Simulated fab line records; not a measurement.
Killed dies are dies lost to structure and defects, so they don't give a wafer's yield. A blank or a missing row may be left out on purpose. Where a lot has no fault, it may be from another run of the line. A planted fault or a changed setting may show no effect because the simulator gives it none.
fab line records ; flow n5-finfet
[record] lots = 7; wafers = 21
route steps=1938 shown BEOL_M0_SAQP@698 BEOL_M0_CUTY@701 BEOL_M0@715 BEOL_M1@758 BEOL_M2@867
start-h: hours from the record's opening day to when the first of the lot's shown wafers began ; wait-h: hours since the lot's step before ; " as in the row above ; L1.1+2: a row that stands for several wafers ; - no value present, or no start provided ; * or withheld: withheld ; < > ~ a bound
route shown NAME@n: NAME is a module with steps in the file, n the number in the route of the first one ; usual: mean/standard deviation taken from wafers without a fault ; same: alike in all rows ; chamber/n: place in a boat ; sites: per-site readings ; _std_site: how widely they spread, as a standard deviation ; _edge_site: outer sites' mean less inner sites' ; radius-mm: for every site, how far away it sits from the centre of the wafer ; mask NAME#n: copy n ; behind: the last tool/chamber to shape the wafer ; hold: reason for holding the lot/hours on hold/outcome of the hold ; device: the n, p or np transistor that did not switch ; end of line: the tests these same wafers got at the end of their route ; a step without rows: its recipe alone ; killed: count of dies lost to structure and defects at first sort (not the wafer's yield) ; map: per-die view of a wafer (x killed, . not killed, _ where there is no die)
set.NAME: the setting that was run; set.NAME@STEP: the one run at that earlier step ; model.NAME: the simulator's own value behind a step, which no gauge read
lots where settings were altered on purpose, with a table for each step and a row for each wafer
[[steps]]
[step N5_BEOL_M0_SAQP_ALD_48]
[recipe] material = SiO2; target-thk-a = 200; temp-c = 100; ald-precursor-family = BDEAS; ald-co-reactant = O2-plasma; pulse-time-s = 1; co-reactant-pulse-time-s = 1; purge-time-s = 2; co-reactant-purge-time-s = 2; ald-cycles = 139; pressure-torr = 2
lot.wafer;tool;chamber;start-h;wait-h;set.ald-cycles;model.SiO2_of_BEOL_M0_SAQP_ALD_48.thk-nm
L074.1+5;ald-sin-04;3,1;112.14;0.2;153;22
L074.6;ald-sin-04;2;112.14;0.2;139;20
L075.2+5+6;ald-sin-03;2,3,0;116.34;0.0;139;20
L076.3;ald-sin-02;3;127.20;0.0;139;20
L076.4+5;ald-sin-02;0,2;127.20;0.0;124;18
L083.1+4;ald-sin-04;3,0;166.44;0.0;139;20
L083.5;ald-sin-04;1;166.44;0.0;152;21.8
L091.3+5;ald-sin-04;1;216.24;0.3;139;19.8
L091.4;ald-sin-04;2;216.24;0.3;121;17.4
L093.2+3+4;ald-sin-02;1,2,1;228.95;0.0;139;20
L094.1+2;ald-sin-04;3,2;231.55;0.0;132;19
L094.3;ald-sin-04;0;231.55;0.0;139;20
[step N5_BEOL_M0_SAQP_ETCH_49]
[recipe] chemistry = CF4/O2; target-depth-a = 370; target = SiO2; pressure-mtorr = 40; source-w = 535; bias-w = 49; Ar_flow_sccm = 100; cf4-flow-sccm = 100; O2_flow_sccm = 10; ion-energy-ev = 100
lot.wafer;tool;chamber;start-h;wait-h;set.dose-mj@BEOL_M0_SAQP_EXPOSE_37;set.ald-cycles@BEOL_M0_SAQP_ALD_48;model.BEOL_M0_SAQP.cd-nm;model.SiO2_of_BEOL_M0_SAQP_ALD_48.thk-nm
L074.1;rie-diel-02;2;112.66;0.3;44.75;153;30;17
L074.5;rie-diel-02;1;112.66;0.3;48.02;153;31.2;16.4
L074.6;rie-diel-02;0;112.66;0.3;48.02;139;31.4;14.4
L075.2;rie-diel-03;0;116.87;0.3;44.75;139;30.4;14.8
L075.5;rie-diel-03;0;116.87;0.3;44.75;139;30.6;14.4
L075.6;rie-diel-03;3;116.87;0.3;44.75;139;30.4;15.2
L076.3;rie-diel-04;3;127.73;0.3;44.75;139;30;15.2
L076.4;rie-diel-04;1;127.73;0.3;44.75;124;30.2;13.4
L076.5;rie-diel-04;3;127.73;0.3;44.75;124;30;13.4
L083.1;rie-diel-02;2;166.97;0.3;44.75;139;30.2;15.4
L083.4;rie-diel-02;1;166.97;0.3;44.75;139;30;15.2
L083.5;rie-diel-02;1;166.97;0.3;44.75;152;30.4;16.2
L091.3;rie-diel-03;2;216.77;0.3;44.75;139;30;14.6
L091.4;rie-diel-03;1;216.77;0.3;47.45;121;31.2;12.2
L091.5;rie-diel-03;2;216.77;0.3;44.75;139;29.4;14.4
L093.2;rie-diel-03;1;229.47;0.3;44.75;139;30;14.4
L093.3;rie-diel-03;3;229.47;0.3;44.75;139;30;15.8
L093.4;rie-diel-03;3;229.47;0.3;44.75;139;30.4;15.4
L094.1;rie-diel-03;1;232.08;0.3;44.75;132;30.4;13.4
L094.2;rie-diel-03;3;232.08;0.3;44.75;132;30.4;14.6
L094.3;rie-diel-03;2;232.08;0.3;42.2;139;29.2;14.8
[step N5_BEOL_M0_SAQP_STRIP_75]
[recipe] chemistry = CF4; resist = SiARC; power-w = 300; bias-power-w = 75; pressure-mtorr = 50; cf4-flow-sccm = 150; rf-frequency-hz = 6e+07
lot.wafer;tool;chamber;start-h;wait-h;set.ald-cycles@BEOL_M0_SAQP_ALD_48;model.SiO2_of_BEOL_M0_SAQP_ALD_48.thk-nm
L074.1;rie-diel-02;2;112.76;0.1;153;16.8
L074.5;rie-diel-02;1;112.76;0.1;153;16.2
L074.6;rie-diel-02;0;112.76;0.1;139;14
L075.2;rie-diel-03;0;116.97;0.1;139;14.6
L075.5;rie-diel-03;0;116.97;0.1;139;14
L075.6;rie-diel-03;3;116.97;0.1;139;15
L076.3;rie-diel-04;3;127.83;0.1;139;15
L076.4+5;rie-diel-04;1,3;127.83;0.1;124;13.2
L083.1;rie-diel-02;2;167.07;0.1;139;15
L083.4;rie-diel-02;1;167.07;0.1;139;14.8
L083.5;rie-diel-02;1;167.07;0.1;152;16
L091.3;rie-diel-03;2;216.87;0.1;139;14.4
L091.4;rie-diel-03;1;216.87;0.1;121;12
L091.5;rie-diel-03;2;216.87;0.1;139;14.2
L093.2;rie-diel-03;1;229.57;0.1;139;14.2
L093.3;rie-diel-03;3;229.57;0.1;139;15.4
L093.4;rie-diel-03;3;229.57;0.1;139;15.2
L094.1;rie-diel-03;1;232.18;0.1;132;13.2
L094.2;rie-diel-03;3;232.18;0.1;132;14.4
L094.3;rie-diel-03;2;232.18;0.1;139;14.6
[step N5_BEOL_M0_CUTY_COAT_50]
[recipe] resist = SiARC; temp-c = 220; time-s = 60; spin-rpm = 1500; resist-thk-nm = 15
[step N5_BEOL_M0_CUTY_COAT_51]
[recipe] resist = CAR-ArF-block; spin-rpm = 1500; resist-thk-nm = 150
[step N5_BEOL_M0_CUTY_DESCUM_61]
[recipe] chemistry = O2; time-s = 7.9; source-power-w = 50; bias-power-w = 20; pressure-mtorr = 20; rf-frequency-hz = 2.712e+07; temp-c = 40; resist = CAR-ArF-block; o2-flow-sccm = 225
[step N5_BEOL_M0_CUTY_ETCH_62]
[recipe] chemistry = CF4; target = SiARC; mask-material = CAR-ArF-block; time-s = 58.5; ion-energy-ev = 80; pressure-mtorr = 40; source-w = 545; bias-w = 36; Ar_flow_sccm = 100; cf4-flow-sccm = 100; ends = cleared
lot.wafer;tool;chamber;start-h;wait-h;set.ald-cycles@BEOL_M0_SAQP_ALD_48;model.SiO2_of_BEOL_M0_SAQP_ALD_48.thk-nm
L074.1;rie-diel-05;3;113.40;0.0;153;15.2
L074.5;rie-diel-05;2;113.40;0.0;153;14.6
L074.6;rie-diel-05;1;113.40;0.0;139;12.8
L075.2;rie-diel-06;2;117.38;0.0;139;13
L075.5;rie-diel-06;2;117.38;0.0;139;12.8
L075.6;rie-diel-06;0;117.38;0.0;139;13.6
L076.3;rie-diel-01;2;128.52;0.0;139;13.4
L076.4+5;rie-diel-01;0,2;128.52;0.0;124;12
L083.1;rie-diel-01;3;167.58;0.0;139;13.6
L083.4;rie-diel-01;1;167.58;0.0;139;13.4
L083.5;rie-diel-01;2;167.58;0.0;152;14.4
L091.3;rie-diel-05;1;217.70;0.0;139;13
L091.4;rie-diel-05;1;217.70;0.0;121;10.8
L091.5;rie-diel-05;3;217.70;0.0;139;12.8
L093.2;rie-diel-05;2;230.55;0.0;139;12.8
L093.3;rie-diel-05;1;230.55;0.0;139;14
L093.4;rie-diel-05;1;230.55;0.0;139;13.8
L094.1;rie-diel-01;3;232.70;0.0;132;12
L094.2;rie-diel-01;2;232.70;0.0;132;13
L094.3;rie-diel-01;0;232.70;0.0;139;13.2
[step N5_BEOL_M0_CUTY_ETCH_63]
[recipe] chemistry = N2/H2; target = SOC; target-depth-a = 827; overetch-a = 165; mask-material = SiARC; temp-c = 40; ion-energy-ev = 200; time-s = 124; pressure-mtorr = 30; source-w = 840; bias-w = 150; n2-flow-sccm = 200; h2-flow-sccm = 200
lot.wafer;tool;chamber;start-h;wait-h;set.ald-cycles@BEOL_M0_SAQP_ALD_48;model.SiO2_of_BEOL_M0_SAQP_ALD_48.thk-nm
L074.1;rie-diel-05;3;113.44;0.0;153;14.2
L074.5;rie-diel-05;2;113.44;0.0;153;13.8
L074.6;rie-diel-05;1;113.44;0.0;139;12
L075.2;rie-diel-06;2;117.42;0.0;139;12.4
L075.5;rie-diel-06;2;117.42;0.0;139;12
L075.6;rie-diel-06;0;117.42;0.0;139;12.6
L076.3;rie-diel-01;2;128.56;0.0;139;12.6
L076.4+5;rie-diel-01;0,2;128.56;0.0;124;11.2
L083.1;rie-diel-01;3;167.63;0.0;139;12.8
L083.4;rie-diel-01;1;167.63;0.0;139;12.6
L083.5;rie-diel-01;2;167.63;0.0;152;13.6
L091.3;rie-diel-05;1;217.75;0.0;139;12.2
L091.4;rie-diel-05;1;217.75;0.0;121;10.2
L091.5;rie-diel-05;3;217.75;0.0;139;12
L093.2;rie-diel-05;2;230.59;0.0;139;12
L093.3;rie-diel-05;1;230.59;0.0;139;13.2
L093.4;rie-diel-05;1;230.59;0.0;139;12.8
L094.1;rie-diel-01;3;232.75;0.0;132;11.2
L094.2;rie-diel-01;2;232.75;0.0;132;12.2
L094.3;rie-diel-01;0;232.75;0.0;139;12.4
[step N5_BEOL_M0_CUTY_STRIP_64]
[recipe] chemistry = N2/H2; temp-c = 40; n2-flow-sccm = 200; h2-flow-sccm = 200; rf-frequency-hz = 6e+07
[step N5_BEOL_M0_ETCH_138]
[recipe] chemistry = CH3F/O2; target-depth-a = 120; target = SiCN; time-s = 31.6; ion-energy-ev = 120; pressure-mtorr = 30; source-w = 395; bias-w = 75; Ar_flow_sccm = 150; CH3F_flow_sccm = 30; O2_flow_sccm = 20; ends = cleared
[step N5_BEOL_M0_HM_OPEN_105]
[recipe] chemistry = Cl2/BCl3; target-depth-a = 120; target = TiN; ion-energy-ev = 150; pressure-mtorr = 10; icp-w = 1000; bias-w = 126; Cl2_flow_sccm = 53.25; bcl3-flow-sccm = 21.75; Ar_flow_sccm = 25
[step N5_BEOL_M0_STRIP_140]
[recipe] chemistry = CF4; resist = SiARC; power-w = 300; bias-power-w = 75; pressure-mtorr = 50; cf4-flow-sccm = 150; rf-frequency-hz = 6e+07
lot.wafer;tool;chamber;start-h;wait-h;set.ald-cycles@BEOL_M0_SAQP_ALD_48;model.SiO2_of_BEOL_M0_SAQP_ALD_48.thk-nm
L074.1;rie-diel-06;3;117.28;0.1;153;13.2
L074.5;rie-diel-06;2;117.28;0.1;153;12.8
L074.6;rie-diel-06;3;117.28;0.1;139;11
L075.2;rie-diel-05;1;128.22;0.3;139;11.4
L075.5;rie-diel-05;1;128.22;0.3;139;11
L075.6;rie-diel-05;0;128.22;0.3;139;11.8
L076.3;rie-diel-05;3;135.15;0.2;139;11.6
L076.4+5;rie-diel-05;2,3;135.15;0.2;124;10.4
L083.1;rie-diel-05;1;168.24;0.2;139;11.8
L083.4;rie-diel-05;3;168.24;0.2;139;11.6
L083.5;rie-diel-05;1;168.24;0.2;152;12.6
L091.3;rie-diel-01;1;220.22;0.1;139;11.2
L091.4;rie-diel-01;0;220.22;0.1;121;9.4
L091.5;rie-diel-01;3;220.22;0.1;139;11
L093.2;rie-diel-01;0;231.67;0.4;139;11.2
L093.3;rie-diel-01;1;231.67;0.4;139;12.2
L093.4;rie-diel-01;3;231.67;0.4;139;12
L094.1;rie-diel-06;3;234.41;0.1;132;10.4
L094.2;rie-diel-06;0;234.41;0.1;132;11.2
L094.3;rie-diel-06;1;234.41;0.1;139;11.4
[step N5_BEOL_M1_COAT_05]
[recipe] resist = CAR-EUV; spin-rpm = 1500; resist-thk-nm = 30
lot.wafer;tool;chamber;start-h;wait-h;set.spin-rpm;model.CAR-EUV_of_BEOL_M1_COAT_05.thk-nm
L074.1+6;litho-track-02;0;-;-;1500;30
L074.5;litho-track-02;0;-;-;1500;30.2
L075.2+5+6;litho-track-04;0;-;-;1500;30
L076.3;litho-track-01;0;-;-;1500;30
L076.4;litho-track-01;0;-;-;1455;30.6
L076.5;litho-track-01;0;-;-;1500;30.2
L083.1+5;litho-track-01;0;-;-;1500;30
L083.4;litho-track-01;0;-;-;1451;30.4
L091.3;litho-track-04;0;-;-;1334;32
L091.4+5;litho-track-04;0;-;-;1500;30.2
L093.2+3+4;litho-track-04;0;-;-;1500;30
L094.1;litho-track-02;0;-;-;1500;30.2
L094.2+3;litho-track-02;0;-;-;1563;29.4
[step N5_BEOL_M1_ETCH_64]
[recipe] chemistry = N2/H2; target = SOC; target-depth-a = 750; overetch-a = 150; mask-material = SiARC; temp-c = 40; time-s = 112.5; ion-energy-ev = 200; pressure-mtorr = 30; source-w = 840; bias-w = 150; n2-flow-sccm = 200; h2-flow-sccm = 200
[usual] rf-vpp-V = 523.6/2.7
lot.wafer;tool;chamber;start-h;wait-h;set.bias-w;rf-vpp-V;model.SiARC_of_BEOL_M1_COAT_62.thk-nm
L074.1;rie-diel-02;2;123.31;0.0;150;523.4;7
L074.5;rie-diel-02;3;123.31;0.0;163.5;555.3;6.2
L074.6;rie-diel-02;0;123.31;0.0;150;527.9;6.8
L075.2;rie-diel-02;2;135.92;0.0;150;523.4;7
L075.5;rie-diel-02;0;135.92;0.0;166.7;564.1;6.2
L075.6;rie-diel-02;3;135.92;0.0;166.7;562.1;6.2
L076.3;rie-diel-02;0;142.55;0.0;150;525.6;6.8
L076.4;rie-diel-02;1;142.55;0.0;170.7;565.3;6
L076.5;rie-diel-02;2;142.55;0.0;170.7;568.3;6.2
L083.1;rie-diel-02;0;173.13;0.0;164.5;558.6;6.2
L083.4;rie-diel-02;3;173.13;0.0;150;525.1;6.8
L083.5;rie-diel-02;2;173.13;0.0;164.5;556.2;6.4
L091.3;rie-diel-03;0;224.78;0.0;150;520.8;6.6
L091.4;rie-diel-03;2;224.78;0.0;150;523.4;6.8
L091.5;rie-diel-03;1;224.78;0.0;161.7;548.4;6.2
L093.2;rie-diel-02;0;237.41;0.0;150;527.8;6.8
L093.3;rie-diel-02;2;237.41;0.0;150;524.2;7
L093.4;rie-diel-02;3;237.41;0.0;150;525.3;6.8
L094.1;rie-diel-04;2;240.60;0.0;161.5;549.6;6.4
L094.2;rie-diel-04;3;240.60;0.0;161.5;552.4;6
L094.3;rie-diel-04;1;240.60;0.0;150;525.6;6.8
[step N5_BEOL_M1_EXPOSE_25]
[recipe] mask-id = V0; na = 0.33; source-shape = quasar; sigma-inner = 0.2; sigma-outer = 0.8; polarization = unpolarized; defocus-nm = 5; target-cd-nm = 24; dose-mj = 63
lot.wafer;tool;chamber;start-h;wait-h;mask;set.dose-mj
L074.1+5;euv-scanner-01;0;123.83;-;V0#0;63
L074.6;euv-scanner-01;0;123.83;-;V0#0;58.97
L075.2+6;euv-scanner-01;0;136.45;-;V0#0;59.48
L075.5;euv-scanner-01;0;136.45;-;V0#0;63
L076.3+4+5;euv-scanner-02;0;143.30;-;V0#0;63
L083.1+4+5;euv-scanner-02;0;173.74;-;V0#0;63
L091.3+4+5;euv-scanner-02;0;226.61;-;V0#0;63
L093.2+3+4;euv-scanner-01;0;238.32;-;V0#0;63
L094.1+3;euv-scanner-02;0;241.25;-;V0#0;63
L094.2;euv-scanner-02;0;241.25;-;V0#0;66.43
[step N5_BEOL_M1_PEB_26]
[recipe] peb-temp-c = 100; peb-time-s = 60; resist = CAR-EUV
[step N5_BEOL_M1_DEVELOP_27]
[recipe] develop-time-s = 30; developer = TMAH; resist = CAR-EUV; rinse-liquid = surfactant-rinse; dry = air-spin; dev-temp-c = 23
[step N5_BEOL_M1_CD_MEAS_28]
[recipe] landing-energy-ev = 500; detector = se-inlens; target-cd-y-nm = 23.3
[usual] cd-nm = 24.00/0.27
lot.wafer;tool;chamber;start-h;wait-h;set.dose-mj@BEOL_M1_EXPOSE_25;cd-nm
L074.1;cd-sem-03;0;123.98;-;63;24.30
L074.5;cd-sem-03;0;123.98;-;63;24.23
L074.6;cd-sem-03;0;123.98;-;58.97;23.01
L075.2;cd-sem-03;0;136.59;-;59.48;22.52
L075.5;cd-sem-03;0;136.59;-;63;23.86
L075.6;cd-sem-03;0;136.59;-;59.48;22.89
L076.3;cd-sem-03;0;143.42;-;63;23.95
L076.4;cd-sem-03;0;143.42;-;63;24.11
L076.5;cd-sem-03;0;143.42;-;63;23.99
L083.1;cd-sem-03;0;173.89;-;63;24.24
L083.4;cd-sem-03;0;173.89;-;63;24.16
L083.5;cd-sem-03;0;173.89;-;63;23.91
L091.3;cd-sem-02;0;226.74;-;63;24.24
L091.4;cd-sem-02;0;226.74;-;63;24.34
L091.5;cd-sem-02;0;226.74;-;63;24.08
L093.2;cd-sem-03;0;238.46;-;63;23.64
L093.3;cd-sem-03;0;238.46;-;63;23.98
L093.4;cd-sem-03;0;238.46;-;63;23.86
L094.1;cd-sem-02;0;241.39;-;63;24.28
L094.2;cd-sem-02;0;241.39;-;66.43;24.75
L094.3;cd-sem-02;0;241.39;-;63;24.28
[step N5_BEOL_M2_COAT_67]
[recipe] resist = SOC; temp-c = 250; time-s = 60; spin-rpm = 1500; resist-thk-nm = 60
lot.wafer;tool;chamber;start-h;wait-h;set.spin-rpm;model.SOC_of_BEOL_M2_COAT_67.thk-nm
L074.1+6;litho-track-05;0;133.62;0.0;1500;60
L074.5;litho-track-05;0;133.62;0.0;1609;58
L075.2+5;litho-track-03;0;147.32;0.0;1448;61
L075.6;litho-track-03;0;147.32;0.0;1500;60
L076.3+5;litho-track-04;0;160.13;0.0;1500;60
L076.4;litho-track-04;0;160.13;0.0;1423;61.8
L083.1;litho-track-03;0;189.21;0.0;1409;62
L083.4;litho-track-03;0;189.21;0.0;1409;62.2
L083.5;litho-track-03;0;189.21;0.0;1500;60.2
L091.3+4+5;litho-track-04;0;236.58;0.0;1500;60.2
L093.2+3+4;litho-track-03;0;248.23;0.0;1500;60
L094.1;litho-track-03;0;249.46;0.0;1500;60.4
L094.2;litho-track-03;0;249.46;0.0;1500;60.2
L094.3;litho-track-03;0;249.46;0.0;1446;61.4
[[key]]
[split] step = N5_BEOL_M0_SAQP_ALD_48; setting = ald-cycles; stated = 139; by = wafer
[response] step = N5_BEOL_M0_SAQP_ALD_48; reading = model.SiO2_of_BEOL_M0_SAQP_ALD_48.thk-nm; change = +0.19; per = 1%; r = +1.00
[response] step = N5_BEOL_M0_SAQP_ETCH_49; reading = model.SiO2_of_BEOL_M0_SAQP_ALD_48.thk-nm; change = +0.17; per = 1%; r = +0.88
[response] step = N5_BEOL_M0_SAQP_STRIP_75; reading = model.SiO2_of_BEOL_M0_SAQP_ALD_48.thk-nm; change = +0.178; per = 1%; r = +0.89
[response] step = N5_BEOL_M0_CUTY_ETCH_62; reading = model.SiO2_of_BEOL_M0_SAQP_ALD_48.thk-nm; change = +0.151; per = 1%; r = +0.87
[response] step = N5_BEOL_M0_CUTY_ETCH_63; reading = model.SiO2_of_BEOL_M0_SAQP_ALD_48.thk-nm; change = +0.144; per = 1%; r = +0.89
[response] step = N5_BEOL_M0_STRIP_140; reading = model.SiO2_of_BEOL_M0_SAQP_ALD_48.thk-nm; change = +0.134; per = 1%; r = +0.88
[split] step = N5_BEOL_M1_COAT_05; setting = spin-rpm; stated = 1500; by = wafer
[response] step = N5_BEOL_M1_COAT_05; reading = model.CAR-EUV_of_BEOL_M1_COAT_05.thk-nm; change = -0.163; per = 1%; r = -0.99
[split] step = N5_BEOL_M1_ETCH_64; setting = bias-w; stated = 150; by = wafer
[response] step = N5_BEOL_M1_ETCH_64; reading = rf-vpp-V; change = +3.27; per = 1%; r = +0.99
[response] step = N5_BEOL_M1_ETCH_64; reading = model.SiARC_of_BEOL_M1_COAT_62.thk-nm; change = -0.0628; per = 1%; r = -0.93
[split] step = N5_BEOL_M1_EXPOSE_25; setting = dose-mj; stated = 63; by = wafer
[response] step = N5_BEOL_M1_CD_MEAS_28; reading = cd-nm; change = +0.167; per = 1%; r = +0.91
[split] step = N5_BEOL_M2_COAT_67; setting = spin-rpm; stated = 1500; by = wafer
[response] step = N5_BEOL_M2_COAT_67; reading = model.SOC_of_BEOL_M2_COAT_67.thk-nm; change = -0.303; per = 1%; r = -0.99
split outside-this-file step=N5_BEOL_M0_SAQP_EXPOSE_37 setting=dose-mj
// split outside-this-file: this setting was split too, and the file shows its column; the key of that split is in another file
